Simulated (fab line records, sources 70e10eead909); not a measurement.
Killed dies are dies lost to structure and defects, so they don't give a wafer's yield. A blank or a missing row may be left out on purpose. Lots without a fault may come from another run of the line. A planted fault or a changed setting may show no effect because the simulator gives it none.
Which tool did it? | flow nand_harc | 12 lots, 34 wafers sampled, at 6 steps of a route of 1159

WHAT THE GAUGES READ, wafer by wafer
NHARC_P_M0_OVL_MEAS_10: pitch 180 nm.
lot  | measured     | on         | overlay_x_nm (nm) | overlay_y_nm (nm)
L378 | day 6 01:59  | overlay-02 | -0.9 -0.7 -0.3    | -1.0 -0.4 -0.6
L385 | day 8 06:38  | overlay-01 | 0.1               | -1.3
L388 | day 9 01:04  | overlay-01 | 0.2 0.1 0.5       | -0.8 -1.0 0.0
L389 | day 9 01:37  | overlay-01 | -0.5 -0.1 -0.7    | -0.4 -0.7 -1.1
L391 | day 9 19:51  | overlay-01 | -0.6 -0.6 -0.9    | 1.0 0.6 0.9
L392 | day 9 21:52  | overlay-01 | 0.3 0.5 0.1       | -1.3 -1.5 -1.2
L394 | day 10 11:13 | overlay-01 | -0.5 -0.7 -0.5    | -1.8 -1.8 -1.6
L395 | day 10 19:10 | overlay-02 | -0.6 -0.2 -0.1    | -0.9 -0.3 -0.8
L396 | day 10 20:10 | overlay-01 | -0.7 -0.8 -0.8    | -0.6 -0.9 -0.7
L397 | day 11 01:44 | overlay-02 | 0.3 1.0 0.3       | -1.2 -1.4 -0.7
L399 | day 11 06:04 | overlay-01 | 0.1 1.0 1.0       | -0.3 0.4 0.1
L398 | day 11 06:22 | overlay-01 | -0.2 -0.7 -0.4    | 0.7 0.7 0.2

NHARC_P_M1_INSPECT_11.
lot  | measured     | on                | raw_defect_count
L378 | day 6 06:13  | defect_inspect-02 | 3 2 5
L385 | day 8 10:44  | defect_inspect-01 | 391 388
L388 | day 9 05:13  | defect_inspect-02 | 3 5 5
L389 | day 9 06:12  | defect_inspect-01 | 4 5 8
L391 | day 9 23:49  | defect_inspect-01 | 2 4 7
L392 | day 10 02:10 | defect_inspect-02 | 7 4 8
L394 | day 10 15:14 | defect_inspect-02 | 12 9 9
L395 | day 10 23:26 | defect_inspect-02 | 6 1 2
L396 | day 11 00:17 | defect_inspect-01 | 4 3 6
L397 | day 11 06:04 | defect_inspect-01 | 5 6 2
L399 | day 11 10:28 | defect_inspect-01 | 2 2 2
L398 | day 11 10:56 | defect_inspect-01 | 2 3 2

NHARC_END_SORT_01.
lot  | measured     | on        | defect_limited_yield (%) | killed_at_array | killed_at_other | killed_at_periphery | killed_dies | killed_open | killed_short | sort_bin_2_pct (%) | sort_bin_3_pct (%) | sort_bin_4_pct (%) | sort_n_pass | sort_rim_yield_pct (%) | sort_yield_pct (%)
L385 | day 22 21:22 | prober-01 | 87.0                     | 10              | 0               | 78                  | 88          | 1           | 1            | 4.7                | 2.95               | 5.3                | 589         | 98.1                   | 87.0

WHICH TOOL RAN EACH LOT (tool, then ch and the chambers of the sampled wafers, then the start)
lot  | NHARC_P_M0_CMP_23             | NHARC_P_M0_DEP_32               | NHARC_P_M1_DEGAS_29
L378 | cmp-02 ch 0,1, day 6 04:05    | pecvd-03 ch 0,1,2, day 6 04:52  | pvd_sputter-02, day 6 07:19
L385 | cmp-04 ch 3, day 8 08:47      | pecvd-01 ch 0, day 8 09:27      | pvd_sputter-01, day 8 19:23
L388 | cmp-04 ch 0,1,2, day 9 03:13  | pecvd-03 ch 1,2, day 9 03:53    | pvd_sputter-02, day 9 06:17
L389 | cmp-02 ch 1,2,3, day 9 04:14  | pecvd-03 ch 1,2, day 9 04:53    | pvd_sputter-01, day 9 07:17
L391 | cmp-02 ch 0,2, day 9 21:59    | pecvd-02 ch 0,2, day 9 22:37    | pvd_sputter-03, day 10 00:53
L392 | cmp-04 ch 0,3, day 10 00:00   | pecvd-03 ch 0,2, day 10 00:40   | pvd_sputter-01, day 10 03:15
L394 | cmp-04 ch 2,3, day 10 13:22   | pecvd-03 ch 0,1, day 10 14:00   | pvd_sputter-03, day 10 16:22
L395 | cmp-02 ch 0,1,3, day 10 21:18 | pecvd-02 ch 0,1,2, day 10 21:56 | pvd_sputter-01, day 11 00:32
L396 | cmp-04 ch 1,2, day 10 22:17   | pecvd-02 ch 0,1,2, day 10 22:56 | pvd_sputter-02, day 11 01:29
L397 | cmp-02 ch 2,3, day 11 03:53   | pecvd-02 ch 0,2, day 11 04:46   | pvd_sputter-01, day 11 07:13
L399 | cmp-04 ch 0,1,2, day 11 08:13 | pecvd-02 ch 0,1,2, day 11 09:14 | pvd_sputter-01, day 11 11:36
L398 | cmp-04 ch 0,1, day 11 08:36   | pecvd-02 ch 0,2, day 11 09:39   | pvd_sputter-02, day 11 12:04
- NHARC_P_M0_CMP_23: polishes, t overpolish 20 s, target thk 117.53 nm.
- NHARC_P_M0_DEP_32: deposits SiCN, target thk 30 nm.
- NHARC_P_M1_DEGAS_29: time 60 s.

WHAT THE TOOLS THEMSELVES READ (means of the sampled wafers that have a number; where no wafer has one, the mark that the record gives instead)
NHARC_P_M0_CMP_23.
lot  | tool   | motor_current_A (A) | time_to_endpoint_s (s)
L378 | cmp-02 | 11.5                | 28.7
L385 | cmp-04 | 12.5                | 27.4
L388 | cmp-04 | 11.1                | 27.8
L389 | cmp-02 | 11.5                | 27.1
L391 | cmp-02 | 11.3                | 31.3
L392 | cmp-04 | 11.9                | 25.8
L394 | cmp-04 | 11.7                | 26.3
L395 | cmp-02 | 11.8                | 27.2
L396 | cmp-04 | 10.9                | 25.9
L397 | cmp-02 | 12.3                | 21.6
L399 | cmp-04 | 11.1                | 27.1
L398 | cmp-04 | 11.0                | 26.4

NHARC_P_M0_DEP_32.
lot  | tool     | chamber_pressure_Torr (Torr) | heater_power_outer_w (W) | heater_power_w (W) | rf_fwd_power_W (W) | susceptor_temp_C (C)
L378 | pecvd-03 | 3.001                        | 293                      | 527                | 449.3              | 370.03
L385 | pecvd-01 | 2.997                        | 371                      | 688                | 448.6              | 370.28
L388 | pecvd-03 | 2.997                        | 343                      | 579                | 449.1              | 370.14
L389 | pecvd-03 | 3.002                        | 329                      | 551                | 448.6              | 370.10
L391 | pecvd-02 | 3.005                        | 262                      | 501                | 448.6              | 370.08
L392 | pecvd-03 | 2.992                        | 255                      | 476                | 447.8              | 370.00
L394 | pecvd-03 | 3.005                        | 331                      | 572                | 448.3              | 369.80
L395 | pecvd-02 | 2.999                        | 304                      | 557                | 448.8              | 369.92
L396 | pecvd-02 | 3.003                        | 286                      | 526                | 448.7              | 369.93
L397 | pecvd-02 | 2.997                        | 287                      | 534                | 450.4              | 370.17
L399 | pecvd-02 | 3.003                        | 275                      | 504                | 448.9              | 369.91
L398 | pecvd-02 | 2.998                        | 297                      | 543                | 450.0              | 370.14

NHARC_P_M1_DEGAS_29.
lot  | tool           | heater_power_w (W) | susceptor_temp_C (C)
L378 | pvd_sputter-02 | 358                | 250.19
L385 | pvd_sputter-01 | 434                | 249.68
L388 | pvd_sputter-02 | 329                | 249.85
L389 | pvd_sputter-01 | 406                | 250.00
L391 | pvd_sputter-03 | 358                | 249.84
L392 | pvd_sputter-01 | 315                | 250.03
L394 | pvd_sputter-03 | 384                | 249.93
L395 | pvd_sputter-01 | 361                | -
L396 | pvd_sputter-02 | 358                | 250.07
L397 | pvd_sputter-01 | 381                | 249.83
L399 | pvd_sputter-01 | 339                | 250.06
L398 | pvd_sputter-02 | 356                | 249.81

THE ANSWER, worked out from the rows above alone
Rule: what is usual is taken from the lots themselves. Put in order of their means at a reading, lots are off if they are a third of the lots or fewer, leave a main group of 4 or more, and stand apart from it by a gap of 3 or more times the standard deviation of the main group's means; of several such gaps the widest counts. A main group whose means are all the same, to the digits that the tables above print for the reading, isn't used. A lot without any number at a reading at which 4 lots or more have one is off too. The other lots that the step has rows for count as sound. The gauges are gone through in route order, then the tools' own readings, and for those a lot's mean is taken as printed above. The first step at which some lot is off is used, and at that step the reading that is off furthest; a lot without a number counts as furthest.
Off: L385, at NHARC_P_M1_INSPECT_11 (raw_defect_count). The main group: mean 4.5, standard deviation 2.1.
A tool fits if, at a process step before that reading, it ran every lot that is off, and no sound lot after the first of them. The gauges at NHARC_P_M1_INSPECT_11 aren't tried: what is off there is off at NHARC_P_M0_DEP_32 too, on other tools, and a gauge's error can't cause that. One fits: pecvd-01 at NHARC_P_M0_DEP_32. It ran no sound lot before its first lot that is off in this sample, so the start can't be narrowed down.
The tool's own readings at NHARC_P_M0_DEP_32 bear it out: on the lots that are off they differ by more than 5 times the standard deviation of the sound lots' means. heater_power_w reads 688 W there against 534 W on the sound lots.

WHAT THE SIMULATOR HAD PUT IN
Chamber particle source: pecvd-01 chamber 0, from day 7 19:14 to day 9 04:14, at NHARC_P_M0_DEP_32. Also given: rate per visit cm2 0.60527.
Lots struck among those shown: L385. The rule above found the same.
